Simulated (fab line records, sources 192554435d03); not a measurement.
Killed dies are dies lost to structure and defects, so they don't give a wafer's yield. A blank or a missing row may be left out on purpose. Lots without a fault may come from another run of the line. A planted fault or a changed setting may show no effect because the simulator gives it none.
fab line records | flow n5_finfet
record lots=5 wafers=13 last_day=17
route steps=1938 shown BEOL_M4@1099 BEOL_M5@1112 BEOL_M9@1458 BEOL_M15@1830 PASSIVATION@1936
lots that met no fault: from a run of the same line without faults
start_h: hours from the record's first day to the start of the lot's first wafer shown | wait_h: hours since the lot's step before | " the same as in the row above | L1.1+2: a row that stands for several wafers | - no value, or no start given | * or withheld: withheld | < > ~ a bound
route shown NAME@n: a module of which the file shows steps, and the number in the route of the first | usual: mean/standard deviation of fault-free wafers | same: alike in all rows | chamber/n: place in a boat | sites: the reading at each site | _std_site: their standard deviation | _edge_site: outer sites' mean less inner sites' | radius_mm: how far each site lies from the wafer's centre | mask NAME#n: copy n | behind: the tool/chamber that last shaped the wafer | hold: why the lot was held/for how many hours/how that ended | device: the transistor (n, p or np) that didn't switch | end of line: the same wafers' tests at the end of the route | a step without rows: its recipe alone | killed: dies lost to structure and defects at the first sort, not the wafer's yield | map: a wafer's dies, x killed, . not, _ none there
set.NAME: the setting as run; set.NAME@STEP: as run at that earlier step | model.NAME: the simulator's own value behind a step, which no gauge read
lots at some steps of the route; a table a step, a row a wafer
services: from which hour (start_h, from the record's first day; less than 0 if before it) a tool's chamber was out of use, for how many hours, and why
## steps
# step N5_BEOL_M4_ANNEAL_95
# recipe temp_c=400 time_s=240 ambient=vacuum
# step N5_BEOL_M4_SPUTTER_96
# recipe material=Cu target_thk_a=45 temp_c=-20 chamber_pressure_pa=0.07 power_w=withheld time_s=8.29
# step N5_BEOL_M4_ECD_50
# recipe material=Cu target_thk_a=3000
# step N5_BEOL_M4_ANNEAL_51
# recipe temp_c=225 time_s=90 ambient=N2
# step N5_BEOL_M4_CMP_52
# recipe stop_on=SiOC t_overpolish_s=6.8 down_force_psi=1 platen_rpm=50 clearing_platen_down_force_psi=1.5 clearing_platen_rpm=50 post_cmp_clean=cu_alkaline target_thk_nm=40 clearing_platen_pad_velocity_m_s=0.99484 pad_velocity_m_s=0.99484
# step N5_BEOL_M4_PRE_CLEAN_60
# recipe gas=NH3/H2 time_s=15 temp_c=* rf_power_w=300
# step N5_BEOL_M4_CO_CAP_55
# recipe material=Co target_thk_a=20 temp_c=200 precursor=CCTBA/H2 pressure_torr=30 time_s=102.1
# step N5_BEOL_M4_PRE_CLEAN_56
# recipe gas=NH3 time_s=15 temp_c=withheld rf_power_w=300
# step N5_BEOL_M4_DEP_57
# recipe material=SiCN target_thk_a=80 temp_c=withheld precursor=3MS/NH3 pressure_torr=3 rf_w=202 time_s=14
# step N5_BEOL_M4_RC_MEAS_101
# usual DIBL_N=36.3/1.7 DIBL_P=36.5/1.8 IOFF_N=0.16/0.033 IOFF_P=0.21/0.037 ION_N=675/11 ION_P=462/7.9 SS_N=71.6/0.64 SS_P=73.3/0.68 VT_N=249/3.3 VT_P=-250/3.3
# columns lot.wafer tool chamber start_h wait_h DIBL_N[mV/V] DIBL_P[mV/V] IOFF_N[nA/um] IOFF_P[nA/um] ION_N[uA/um] ION_P[uA/um] SS_N[mV/dec] SS_P[mV/dec] VT_N[mV] VT_P[mV]
L498.1 prober-01 0 202.13 0.0 36.6 38.1 0.19 0.25 701 478 72.2 74.2 244 -247
L498.5 " 0 " " 38.7 40.4 0.23 0.30 704 477 71.8 73.9 241 -246
L498.6 " 0 " " 35.0 35.7 0.15 0.20 672 461 71.6 73.2 248 -252
L503.2 prober-01 0 225.41 0.2 34.4 32.5 0.13 0.16 660 450 71.4 72.5 252 -255
L503.3 " 0 " " 36.8 36.6 0.17 0.21 674 455 71.7 73.4 250 -252
L505.2 prober-02 0 251.13 0.2 36.7 36.9 0.17 0.20 680 464 71.4 73.0 250 -250
L505.4 " 0 " " 39.5 39.9 0.22 0.26 672 463 73.9 74.1 250 -247
L505.6 " 0 " " 37.2 36.5 0.16 0.20 670 456 71.7 73.1 251 -250
L509.1 prober-02 0 263.85 0.0 35.2 34.5 0.14 0.21 676 470 70.9 72.4 250 -245
L509.2 " 0 " " 36.5 35.0 0.15 0.20 672 463 71.0 72.6 251 -248
L515.2 prober-01 0 298.25 0.2 32.8 33.7 0.12 0.16 669 457 70.7 73.0 256 -253
L515.4 " 0 " " 34.1 35.2 0.14 0.18 660 457 71.2 72.9 252 -253
L515.6 " 0 " " 35.7 36.5 0.15 0.19 671 453 71.1 73.8 251 -254
# step N5_BEOL_M5_ILD_DEP_00
# recipe material=SiCOH_lowk target_thk_a=1406.4 temp_c=300 precursor=DEMS/porogen pressure_torr=5 rf_w=500 time_s=25.9
# step N5_BEOL_M5_CURE_79
# recipe temp_c=385 time_s=240 ambient=He/Ar material=SiCOH_lowk
# step N5_BEOL_M5_PECVD_70
# recipe material=SiO2 target_thk_a=160 temp_c=400 precursor=TEOS/O2 pressure_torr=5.5 rf_w=450 teos_flow_sccm=53.8 gas=O2 flow_sccm=3000 time_s=18
# step N5_BEOL_M5_HM_DEP_02
# recipe material=TiN target_thk_a=200 temp_c=25 chamber_pressure_pa=0.49996
# step N5_BEOL_M5_COAT_59
# recipe resist=SOC temp_c=250 time_s=60 spin_rpm=1500 resist_thk_nm=60
# step N5_BEOL_M5_COAT_60
# recipe resist=SiARC temp_c=220 time_s=60 spin_rpm=1500 resist_thk_nm=12
# step N5_BEOL_M5_COAT_71
# recipe resist=underlayer temp_c=205 time_s=60 spin_rpm=1500 resist_thk_nm=5
# step N5_BEOL_M5_COAT_05
# recipe resist=CAR-EUV spin_rpm=1500 resist_thk_nm=30
# step N5_BEOL_M5_EBR_07
# recipe solvent=PGMEA ebr_width_mm=1.5
# step N5_BEOL_M5_SOFTBAKE_06
# recipe temp_c=110 time_s=60 resist=CAR-EUV
# step N5_BEOL_M5_EXPOSE_08
# recipe mask_id=M5 na=0.33 source_shape=annular sigma_inner=0.4 sigma_outer=0.8 polarization=unpolarized target_cd_nm=28 dose_mj=35.75
# step N5_BEOL_M5_PEB_09
# recipe peb_temp_c=100 peb_time_s=60 resist=CAR-EUV
# step N5_BEOL_M5_DEVELOP_10
# recipe develop_time_s=30 developer=TMAH resist=CAR-EUV rinse_liquid=surfactant_rinse dry=air_spin dev_temp_c=23
# step N5_BEOL_M5_DESCUM_16
# recipe chemistry=O2 time_s=7 source_power_w=50 bias_power_w=20 pressure_mtorr=20 rf_frequency_hz=2.712e+07 temp_c=40 resist=CAR-EUV o2_flow_sccm=225
# step N5_BEOL_M5_ETCH_72
# recipe chemistry=N2/H2 target=underlayer target_depth_a=65 mask_material=CAR-EUV time_s=5.2 ion_energy_ev=200 pressure_mtorr=30 source_w=840 bias_w=150 n2_flow_sccm=200 h2_flow_sccm=200 ends=cleared
# step N5_BEOL_M5_ETCH_61
# recipe chemistry=CF4 target=SiARC target_depth_a=156 mask_material=CAR-EUV time_s=26 ion_energy_ev=80 pressure_mtorr=40 source_w=545 bias_w=36 Ar_flow_sccm=100 cf4_flow_sccm=100 ends=cleared
# step N5_BEOL_M5_ETCH_62
# recipe chemistry=N2/H2 target=SOC target_depth_a=750 overetch_a=150 mask_material=SiARC temp_c=40 time_s=112.5 ion_energy_ev=200 pressure_mtorr=30 source_w=840 bias_w=150 n2_flow_sccm=200 h2_flow_sccm=200
# step N5_BEOL_M5_STRIP_63
# recipe chemistry=N2/H2 temp_c=40 n2_flow_sccm=200 h2_flow_sccm=200 rf_frequency_hz=6e+07
# step N5_BEOL_M5_STRIP_73
# recipe chemistry=N2/H2 temp_c=40 n2_flow_sccm=200 h2_flow_sccm=200 rf_frequency_hz=6e+07
# step N5_BEOL_M5_STRIP_64
# recipe chemistry=CF4 resist=SiARC power_w=300 bias_power_w=75 pressure_mtorr=50 cf4_flow_sccm=150 rf_frequency_hz=6e+07
# step N5_BEOL_M5_HM_OPEN_17
# recipe chemistry=Cl2/BCl3 target_depth_a=200 overetch_a=60 target=TiN mask_material=SOC ion_energy_ev=150 pressure_mtorr=10 icp_w=1000 bias_w=126 Cl2_flow_sccm=53.25 bcl3_flow_sccm=21.75 Ar_flow_sccm=25
# step N5_BEOL_M5_STRIP_19
# recipe chemistry=O2 power_w=400 temp_c=40 pressure_mtorr=30 rf_frequency_hz=6e+07 bias_power_w=0 overash_fraction=0.2 o2_flow_sccm=225
# step N5_BEOL_M5_COAT_65
# recipe resist=SOC temp_c=250 time_s=60 spin_rpm=1500 resist_thk_nm=60
# step N5_BEOL_M5_COAT_66
# recipe resist=SiARC temp_c=220 time_s=60 spin_rpm=1500 resist_thk_nm=12
# step N5_BEOL_M9_ALD_74
# recipe material=TaN target_thk_a=20 temp_c=275 ald_precursor_family=PDMAT ald_co_reactant=NH3 pressure_torr=3 carrier_flow_sccm=1500 pulse_time_s=2 purge_time_s=3 co_reactant_purge_time_s=2 co_reactant_pulse_time_s=3 ald_cycles=40 precursor_vessel_temp_c=75 precursor_vessel_pressure_torr=26.25 precursor_vessel_carrier_sccm=1000
# usual ald_cycles=40/0 heater_power_w=433/53
# columns lot.wafer tool chamber start_h wait_h ald_cycles heater_power_w model.TaN_of_BEOL_M9_ALD_74.thk_nm
L498.1 ald_metal-03 2 243.62 0.0 40 384 2
L498.5 " 0 " " 40 376 2
L498.6 " 3 " " 40 479 2
L503.2 ald_metal-03 3 270.50 0.1 17 463 0.8
L503.3 " 0 " " 17 378 0.8
L505.2 ald_metal-03 0 292.53 0.0 17 375 0.8
L505.4 " 2 " " 40 390 2
L505.6 " 1 " " 40 485 2
L509.1 ald_metal-03 2 309.49 0.0 40 386 2
L509.2 " 1 " " 17 499 0.8
L515.2 ald_metal-01 0 348.05 0.3 40 424 2
L515.4 " 2 " " 40 474 2
L515.6 " 2 " " 40 480 2
# step N5_BEOL_M9_CMP_52
# recipe stop_on=SiCOH_lowk t_overpolish_s=7 down_force_psi=1 platen_rpm=50 clearing_platen_down_force_psi=1.5 clearing_platen_rpm=50 post_cmp_clean=cu_alkaline target_thk_nm=140 clearing_platen_pad_velocity_m_s=0.99484 pad_velocity_m_s=0.99484
# usual barrier_field_endpoint_s=28.9/0.6 clearing_platen_rpm=49.999/0.029 motor_current_A=6.2/0.67
# columns lot.wafer tool chamber start_h wait_h barrier_field_endpoint_s clearing_platen_rpm motor_current_A
L498.1 cmp-04 1 245.67 0.3 28.3 50.056 6.2
L498.6 " 3 " " 29.1 49.998 7.2
L498.5 " 0 " " 28.9 49.977 5.2
L503.2 cmp-01 2 273.26 0.2 27.7 50.008 6.7
L503.3 " 3 " " 27.1 50.016 7.1
L505.4 cmp-02 1 293.64 0.2 28.2 50.050 6.0
L505.2 " 2 " " 26.7 49.989 6.2
L505.6 " 0 " " 28.5 50.013 6.3
L509.1 cmp-01 3 311.15 0.3 28.7 50.001 7.3
L509.2 " 1 " " 27.2 49.976 5.0
L515.4 cmp-02 3 350.17 0.2 28.6 50.020 6.3
L515.2 " 0 " " 29.1 50.017 6.2
L515.6 " 1 " " 29.1 49.992 6.0
# step N5_BEOL_M15_RC_MEAS_101
# usual COMB_M10=1.4e-11/3.1e-12 COMB_M11=1.4e-11/3.5e-12 COMB_M12=5.8e-12/1.3e-12 COMB_M13=4.2e-12/1.1e-12 COMB_M14=3.1e-12/7.3e-13 COMB_M15=1.9e-12/5.6e-13 COMB_M5=3.4e-11/7.2e-12 COMB_M6=2.6e-11/5.8e-12 COMB_M7=2.5e-11/5.3e-12 COMB_M8=2.5e-11/5.4e-12 COMB_M9=1.4e-11/3.1e-12 COMB_M9_max_site=2e-11/4.6e-12 SERP_M10=3.05/0.091 SERP_M11=3.11/0.081 SERP_M12=0.625/0.017 SERP_M13=0.310/0.0066 SERP_M14=0.162/0.0053 SERP_M5=38.8/1.7 SERP_M6=14.2/0.6 SERP_M7=14.0/0.55 SERP_M8=14.0/0.57 SERP_M8_max_site=14.6/0.59 SERP_M9=3.08/0.087
# columns lot.wafer tool chamber start_h wait_h COMB_M10[S/m] COMB_M11[S/m] COMB_M12[S/m] COMB_M13[S/m] COMB_M14[S/m] COMB_M15[S/m] COMB_M5[S/m] COMB_M6[S/m] COMB_M7[S/m] COMB_M8[S/m] COMB_M9[S/m] COMB_M9_max_site[S/m] SERP_M10[ohm/um] SERP_M11[ohm/um] SERP_M12[ohm/um] SERP_M13[ohm/um] SERP_M14[ohm/um] SERP_M5[ohm/um] SERP_M6[ohm/um] SERP_M7[ohm/um] SERP_M8[ohm/um] SERP_M8_max_site[ohm/um] SERP_M9[ohm/um]
L498.1 prober-01 0 290.95 0.0 1.2e-11 1.6e-11 6.1e-12 3.9e-12 3.2e-12 1.5e-12 3.9e-11 2.3e-11 3.4e-11 3.1e-11 1.3e-11 2.2e-11 3.03 3.08 0.636 0.315 0.162 37.3 14.3 13.1 14.2 15.2 3.01
L498.5 " 0 " " 1.7e-11 1.5e-11 6.5e-12 4.1e-12 4e-12 2.2e-12 3.3e-11 2.1e-11 3e-11 2.4e-11 1.1e-11 1.3e-11 2.99 3.16 0.607 0.311 0.160 36.0 14.2 13.1 14.8 15.4 2.99
L498.6 " 0 " " 1.5e-11 1.6e-11 3.9e-12 3.1e-12 4.1e-12 1.6e-12 1.9e-11 2.4e-11 3.7e-11 1.9e-11 1.9e-11 3.2e-11 3.18 3.19 0.631 0.311 0.158 38.1 14.3 12.9 14.4 15.2 3.10
L503.2 prober-01 0 319.05 0.2 1.5e-11 1.4e-11 6.7e-12 4e-12 2.9e-12 2.3e-12 3.9e-11 2.3e-11 3.1e-11 2.2e-11 2.18e-10 3.92e-10 3.08 3.14 0.627 0.316 0.163 40.3 13.9 14.8 13.7 14.5 2.88
L503.3 " 0 " " 1.7e-11 1.5e-11 5e-12 4.7e-12 5e-12 1.5e-12 3.3e-11 2.7e-11 2.5e-11 2.2e-11 2.46e-10 3.83e-10 3.04 3.07 0.621 0.311 0.150 42.6 13.8 13.5 14.3 15.4 2.76
L505.2 prober-02 0 340.78 0.2 1.4e-11 1.1e-11 6.5e-12 4.2e-12 3.8e-12 2.9e-12 3.7e-11 1.8e-11 3.5e-11 3.1e-11 1.85e-10 3.12e-10 3.16 3.05 0.623 0.302 0.160 39.3 14.4 13.5 13.8 15.0 2.87
L505.4 " 0 " " 1.3e-11 1.4e-11 6.3e-12 3.3e-12 2.6e-12 2.4e-12 3.2e-11 1.6e-11 4.3e-11 1.8e-11 1.3e-11 2.8e-11 2.96 3.12 0.619 0.298 0.161 38.4 13.0 15.4 14.8 15.2 3.06
L505.6 " 0 " " 1.6e-11 1.3e-11 5.9e-12 4.8e-12 4.1e-12 2e-12 5.1e-11 1.6e-11 3.1e-11 2.2e-11 1.3e-11 1.7e-11 3.08 3.21 0.658 0.298 0.167 38.6 13.1 14.0 14.4 15.0 3.01
L509.1 prober-01 0 352.25 0.0 1.1e-11 1.9e-11 5.6e-12 4.9e-12 1.8e-12 1.4e-12 2.8e-11 2.5e-11 2.7e-11 2.8e-11 1.8e-11 2.6e-11 2.83 3.11 0.623 0.307 0.161 39.1 14.3 13.5 15.3 15.5 3.18
L509.2 " 0 " " 1.4e-11 1.4e-11 5.7e-12 2.9e-12 2.6e-12 1.6e-12 5.1e-11 2e-11 2.5e-11 3.4e-11 3.32e-10 3.84e-10 2.91 3.19 0.604 0.307 0.159 38.9 14.9 14.3 14.4 15.1 3.01
L515.2 prober-01 0 389.25 0.2 1.2e-11 1.4e-11 3.4e-12 4.3e-12 3.6e-12 1.4e-12 4.4e-11 2.7e-11 2.1e-11 3.5e-11 1.6e-11 2.3e-11 3.10 3.23 0.616 0.323 0.157 38.0 13.9 13.9 14.1 14.4 2.92
L515.4 " 0 " " 1.3e-11 1.2e-11 4.4e-12 5.1e-12 3e-12 9e-13 4e-11 3.4e-11 1.7e-11 3.6e-11 1.2e-11 1.8e-11 2.98 3.18 0.600 0.321 0.163 38.8 13.8 14.2 14.7 15.3 3.17
L515.6 " 0 " " 1.1e-11 1.5e-11 5.6e-12 3.2e-12 3.1e-12 1.9e-12 4.3e-11 3e-11 2.7e-11 2.8e-11 1.6e-11 2.2e-11 3.14 3.27 0.607 0.320 0.157 38.3 13.4 13.7 14.2 14.8 3.15
# sites COMB_M9 radius_mm=0,75,75,75,75,140,140,140,140
L498.1 1e-11 1.3e-11 1.3e-11 1.5e-11 1.6e-11 1.2e-11 2.2e-11 1.1e-11 2.1e-11
L503.2 2.19e-10 3.92e-10 2.76e-10 2.3e-10 2.07e-10 1.28e-10 2.18e-10 1.71e-10 2.03e-10
L505.2 1.59e-10 2.55e-10 1.44e-10 1.85e-10 3.12e-10 1.78e-10 3.09e-10 2.18e-10 1.14e-10
L509.1 1.5e-11 1.8e-11 2.6e-11 2e-11 1.9e-11 1.4e-11 1.8e-11 2.6e-11 1.6e-11
L515.2 1.2e-11 1.6e-11 1.1e-11 1.2e-11 2e-11 2e-11 2.3e-11 1.3e-11 2e-11
# step N5_PASSIVATION_PROBE_49
# usual defect_limited_yield=91.3/1.5 killed_at_M0_to_M3=34/9.4 killed_at_M4_up=13/5.3 killed_at_contacts=13/5.7 killed_at_front_end=40/10 killed_at_other=3.7/2.8 killed_dies=103/17 killed_open=67/13 killed_short=35/8.5 sort_bin_4_leakage=0.00/0.016 sort_bin_5_function=5.0/0.98 sort_bin_6_memory=3.3/0.7 sort_n_pass=1077/17 sort_yield_pct=91.3/1.5
# same gross_dies=1180 killed_at_back_side=0 sort_bin_8_speed[%]=0
# columns lot.wafer tool chamber start_h wait_h defect_limited_yield[%] killed_at_M0_to_M3 killed_at_M4_up killed_at_contacts killed_at_front_end killed_at_other killed_dies killed_open killed_short sort_bin_4_leakage[%] sort_bin_5_function[%] sort_bin_6_memory[%] sort_n_pass sort_yield_pct[%]
L503.2 prober-02 - 331.69 0.1 87.8 35 47 4 44 14 144 76 48 1.61 5.7 4.2 1036 87.8
L503.3 prober-02 - 331.74 0.1 88.5 41 34 10 48 3 136 81 32 1.44 5.6 3.7 1044 88.5
L505.2 prober-01 - 355.57 0.1 90.6 23 22 10 52 4 111 59 36 0.68 4.8 3.1 1069 90.6
L509.2 prober-02 - 365.39 0.1 89.0 38 34 11 41 6 130 73 37 1.44 5.6 3.3 1050 89.0
# killed by level:class
L503.2 M9:area_ald=19 BEOL_M0_SAQP:geometric_particle:short=14 BEOL_M4:geometric_particle:open=14 FIN_SAQP:geometric_particle:short=6 STI_FIN_REVEAL:geometric_particle:open=6 MIM_TOP_ETCH:geometric_particle:open=6 GATE_CUT:geometric_particle:short=5 BEOL_M0_SAQP:geometric_particle:open=5
L503.3 BEOL_M0_SAQP:geometric_particle:open=18 M9:area_ald=17 FIN_SAQP:geometric_particle:open=13 MOL_CONTACT_COAG:geometric_particle:open=8 BEOL_M0_SAQP:geometric_particle:short=8 BEOL_M4:geometric_particle:open=7 FIN_SAQP:geometric_particle:short=6 DUMMY_GATE:geometric_particle:open=6
L505.2 MOL_CONTACT_COAG:geometric_particle:open=10 FIN_SAQP:geometric_particle:short=9 FIN_SAQP:geometric_particle:open=9 M9:area_ald=8 BEOL_M3:geometric_particle:open=7 ILD0:geometric_particle:open=6 ILD0:geometric_particle:short=6 BEOL_M4:geometric_particle:open=6
L509.2 M9:area_ald=17 BEOL_M2:geometric_particle:open=11 MOL_CONTACT_COAG:geometric_particle:open=9 BEOL_M3:geometric_particle:open=8 GATE_CUT:geometric_particle:short=7 GATE_CUT:geometric_particle:open=7 BEOL_M4:geometric_particle:open=7 FIN_SAQP:geometric_particle:open=6
# map L503.2 (x killed, . not)
_________________....x.......________________
______________............x....._____________
___________.....x.....xx...........__________
__________x...............x....x...._________
________..x..........................._______
_______x................x....x.........______
______.........x...xx........x....x....._____
_____..x...........x....x.............x..____
____...x..xx.....xxx..........x..x........___
___.....x...........................x......__
___....x.........x...............x......x..__
__...........x......x.......x..............._
__.......x....x............................._
_..x.............x.......x...................
_...................x.x....x...x.x.x........x
_.........x..x...........x....x.....x......x.
_xx........x...xx...x....x....x........x.x...
_.......x..................x..........x......
_.......x.........x.....x......x.x...xx....x.
_x.........x...........x....x............xx..
_x......x..............x...x....x............
__..........x....x....x...........x....x...._
__x...........x..x..............xxx.....x..._
___........x...x..............x.......x....__
___.x...........x..x......xx..x.......x....__
____x..x....x..........x............x.x...___
_____.......x...................x......x.____
______.......x...x......x..............._____
_______..x...xx...x..........x.x.......______
________...x........x....x........x.xx_______
__________................x........._________
___________......x...x..........x..__________
______________..x..x..x...x....._____________
_________________x...........________________
# map L505.2 (x killed, . not)
_________________......x.....________________
______________.............x...._____________
___________........................__________
__________.........................._________
________.........x....x........x......_______
_______x...xx.....x.........x.....x....______
______...x.......................x.....x_____
_____.x....x...............x.............____
____......x.............x.................___
___.....x...............x.x.......x.......x__
___......x..x...x.x........xx..............__
__............x.........x...x.......x......._
__x...............x........................x_
_.......xx.......x................x........x.
_..x.....x.x.x....................x.x........
_.......................x..............x.....
_......x.......x.........x............x......
_.....x.........x.......xx...................
_....x.............................x....x...x
_x..............x...x...x................x...
_...................x........x..........x..x.
__.x........................x..............._
__.xx..........x...x.....x....x.....x......._
___.x.x......................x.x.......x...__
___x...x.....x..............x..............__
____.x...........x........................___
_____...............................x...x____
______...x.....x...............x........_____
_______................................______
________......................x.x...xx_______
__________....x.................x..._________
___________xx........xx.......x....__________
______________x.........x......._____________
_________________.x.x........________________
## services
# columns tool chamber start_h hours kind
cmp-01 - 221.20 4.0 pm
cmp-01 - 225.20 - consumable_replace:conditioner
cmp-01 - 225.20 - consumable_replace:pad
ald_metal-01 3 227.22 2.6 repair
ald_metal-03 2 231.99 5.6 repair
cmp-04 - 239.30 0.7 repair
cmp-01 - 247.09 14.3 pm
ald_metal-03 - 252.44 0.6 repair
cmp-04 - 262.37 5.8 repair
cmp-01 - 268.07 5.1 pm
cmp-04 - 279.00 5.4 pm
ald_metal-01 3 280.37 2.7 repair
ald_metal-01 - 281.92 2.0 repair
cmp-04 - 287.56 4.0 pm
cmp-04 - 291.56 - consumable_replace:conditioner
cmp-04 - 291.56 - consumable_replace:pad
cmp-01 - 324.08 3.3 repair
cmp-04 - 339.12 1.3 repair
ald_metal-03 - 339.33 1.0 repair
cmp-02 - 341.55 6.4 pm
cmp-04 - 344.77 1.8 repair
## key
first_sign step=N5_BEOL_M9_ALD_74 reading=ald_cycles direction=down sigmas=99+ usual=* struck=*
effect step=N5_BEOL_M9_CMP_52 reading=barrier_field_endpoint_s direction=down sigmas=2.9 usual=28.9 struck=27.2
effect step=N5_BEOL_M15_RC_MEAS_101 reading=COMB_M9 direction=up sigmas=75 usual=1.4e-11 struck=2.46e-10
effect step=N5_PASSIVATION_PROBE_49 reading=sort_bin_4_leakage direction=up sigmas=15 usual=0.00 struck=1.29
model_effect step=N5_BEOL_M9_ALD_74 value=TaN_of_BEOL_M9_ALD_74.thk_nm without=2 struck=0.8
met_at N5_BEOL_M9_ALD_74
struck_wafers L503.2,L503.3,L505.2,L509.2
onset_between 243.62 270.50
fault kind=process_parameter_drift tool=ald_metal-03 chamber=- onset_h=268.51 steps=N5_BEOL_M9_ALD_74 channel=ald_cycles offset=* shape=step end_h=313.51 scope=struck_wafers_only acts_in=* stated=*
